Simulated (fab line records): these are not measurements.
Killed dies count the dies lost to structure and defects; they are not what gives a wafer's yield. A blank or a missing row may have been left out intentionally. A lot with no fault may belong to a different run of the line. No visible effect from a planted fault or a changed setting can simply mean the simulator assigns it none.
The tool behind it: which one? ; flow nandHarc ; 23 lots with 69 wafers sampled at 2 steps, on a route of 1159 steps

== WHAT THE GAUGES SHOWED, per wafer ==
NHARC_A_ONON_D1_THK_MEAS_14: measures by ellipsometry. Usual: thkNm reads 995 nm (standard deviation 11).
lot;measured;on;thkNm (nm);flag
L074;day 7 19:14;filmMetro-02;993 990 991;
L075;day 8 05:33;filmMetro-02;1015 1015 1016;
L076;day 8 05:39;filmMetro-01;1012 1011 1013;
L077;day 8 05:26;filmMetro-01;997 995 996;
L079;day 8 16:51;filmMetro-01;983 985 984;
L078;day 8 16:59;filmMetro-02;987 988 989;
L080;day 9 00:47;filmMetro-02;992 992 992;
L081;day 9 00:56;filmMetro-02;1026 1027 1026;
L082;day 9 15:55;filmMetro-01;1001 1002 1001;
L083;day 9 15:59;filmMetro-02;1004 1004 1003;
L084;day 10 10:34;filmMetro-01;981 981 980;
L085;day 10 10:35;filmMetro-02;994 997 997;
L086;day 10 22:26;filmMetro-01;993 994 993;
L087;day 10 22:23;filmMetro-02;983 985 983;
L088;day 11 03:10;filmMetro-01;1004 1004 1003;
L089;day 11 08:20;filmMetro-02;994 990 992;
L090;day 11 08:20;filmMetro-01;982 985 984;
L091;day 11 16:56;filmMetro-02;1004 1003 1003;
L092;day 11 16:56;filmMetro-01;989 988 989;
L093;day 12 04:21;filmMetro-02;992 992 993;
L095;day 12 17:10;filmMetro-02;995 995 994;
L097;day 13 02:32;filmMetro-02;991 990 990;
L096;day 13 09:50;filmMetro-02;982 982 980;

== EACH LOT AND THE TOOL THAT RAN IT (in order: tool; ch and the chambers of the sampled wafers; start) ==
lot;NHARC_P_BONDPAD_DEGAS_25
L074;pvdSputter-01, day 6 13:26
L075;pvdSputter-01, day 7 00:38
L076;pvdSputter-03, day 7 01:51
L077;pvdSputter-02, day 7 02:08
L079;pvdSputter-03, day 7 12:43
L078;pvdSputter-02, day 7 13:52
L080;pvdSputter-02, day 7 20:33
L081;pvdSputter-03, day 7 21:16
L082;pvdSputter-03, day 8 10:17
L083;pvdSputter-03, day 8 11:18
L084;pvdSputter-01, day 9 02:00
L085;pvdSputter-01, day 9 03:23
L086;pvdSputter-01, day 9 16:10
L087;pvdSputter-01, day 9 16:56
L088;pvdSputter-01, day 9 22:51
L089;pvdSputter-01, day 10 03:55
L090;pvdSputter-01, day 10 03:59
L091;pvdSputter-03, day 10 12:48
L092;pvdSputter-02, day 10 13:38
L093;pvdSputter-02, day 11 00:14
L095;pvdSputter-01, day 11 13:26
L097;pvdSputter-02, day 11 22:50
L096;pvdSputter-01, day 12 03:44
- NHARC_P_BONDPAD_DEGAS_25: time 60 s.

== WHAT THE TOOLS THEMSELVES READ (means of the sampled wafers that have a number; where no wafer has one, the mark that the record gives instead) ==
NHARC_P_BONDPAD_DEGAS_25. Usual: heaterPowerW 451 W, standard deviation 52; susceptorTempC 300.02 C, standard deviation 0.19.
lot;tool;heaterPowerW (W);susceptorTempC (C);flag
L074;pvdSputter-01;500;299.90;
L075;pvdSputter-01;456;299.99;
L076;pvdSputter-03;477;300.16;
L077;pvdSputter-02;427;300.07;
L079;pvdSputter-03;453;300.13;
L078;pvdSputter-02;425;300.13;
L080;pvdSputter-02;460;300.17;
L081;pvdSputter-03;464;299.95;
L082;pvdSputter-03;464;300.07;
L083;pvdSputter-03;446;299.87;
L084;pvdSputter-01;422;300.13;
L085;pvdSputter-01;434;300.04;
L086;pvdSputter-01;432;300.35;
L087;pvdSputter-01;437;299.77;
L088;pvdSputter-01;471;300.02;
L089;pvdSputter-01;433;300.11;
L090;pvdSputter-01;437;300.01;
L091;pvdSputter-03;465;299.88;
L092;pvdSputter-02;451;300.10;
L093;pvdSputter-02;479;299.75;
L095;pvdSputter-01;476;300.00;
L097;pvdSputter-02;420;300.04;
L096;pvdSputter-01;474;299.97;

== THE ANSWER, worked out from the rows above alone ==
Rule: a lot is off if the mean of its wafers that have a number lies more than 3 standard deviations from the usual mean. Also off: a lot with no number at a reading for which 4 or more lots have one. Where the step has rows for the other lots, those lots are counted as sound. The gauges are gone through in route order, then the tools' own readings, and for those a lot's mean is taken as printed above. The first step at which some lot is off is used, and at that step the reading that is off furthest; a lot without a number counts as furthest.
No lot is off at any reading shown: from this, nothing can be told.

== WHAT HAD BEEN PUT IN BY THE SIMULATOR ==
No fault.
